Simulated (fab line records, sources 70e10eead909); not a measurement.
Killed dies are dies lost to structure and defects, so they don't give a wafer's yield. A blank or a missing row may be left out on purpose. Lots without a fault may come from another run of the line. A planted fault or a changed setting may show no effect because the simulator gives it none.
Chamber matching | flow nand_harc | NHARC_A_CHANNEL_FILL_D1_ALD_02 on ald_hk-02: 4 sister chambers
The step deposits SiO2, target thk 6 nm, pulse time 10 s, ald cycles 60. 8 wafers are shown with their chamber, then 9 later ones without.

WAFERS WITH THEIR CHAMBER
wafer  | chamber | heater_power_w (W) | precursor_pulse_height_rel
L987.3 | 3       | 389                | 1.001
L987.5 | 1       | 525                | 1.016
L995.2 | 2       | 539                | 0.969
L995.4 | 0       | 501                | 1.026
L995.5 | 3       | 384                | 1.028
L999.2 | 0       | 516                | 0.995
L999.3 | 2       | 531                | 1.005
L999.5 | 1       | 520                | 0.996

WAFERS WITHOUT THEIR CHAMBER
wafer  | heater_power_w (W) | precursor_pulse_height_rel
L998.2 | 490                | 1.022
L998.3 | 516                | 1.036
L998.6 | 509                | 1.007
L100.2 | 529                | 1.047
L100.3 | 501                | 0.971
L100.6 | 372                | 1.006
L102.2 | 378                | 0.979
L102.4 | 495                | 1.019
L102.5 | 522                | 0.984

WHICH CHAMBER EACH WENT THROUGH
wafer  | from the rows above          | in truth
L998.2 | 0                            | 0
L998.3 | can't be placed: 0 or 1      | 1
L998.6 | can't be placed: 0 or 1      | 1
L100.2 | can't be placed: 1 or 2 or 0 | 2
L100.3 | can't be placed: 0 or 1      | 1
L100.6 | 3                            | 3
L102.2 | 3                            | 3
L102.4 | 0                            | 0
L102.5 | can't be placed: 1 or 2 or 0 | 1
Placed correctly: 4 of 9. Can't be placed from these rows: 5 (the true chamber is among the candidates in 5). Placed wrongly: 0.
How it was worked out, from the rows above alone: a wafer's distance from a chamber is the root of the sum, over the readings, of the square of ((its reading less the chamber's mean) divided by the reading's scatter). The wafer belongs to the nearest chamber; if the next one is less than 2 further off, it can't be placed. A chamber's mean is the mean of its shown wafers. The scatter: the root of (the sum of the squares of (reading less its chamber's mean) over the shown wafers, divided by (wafers less chambers)).
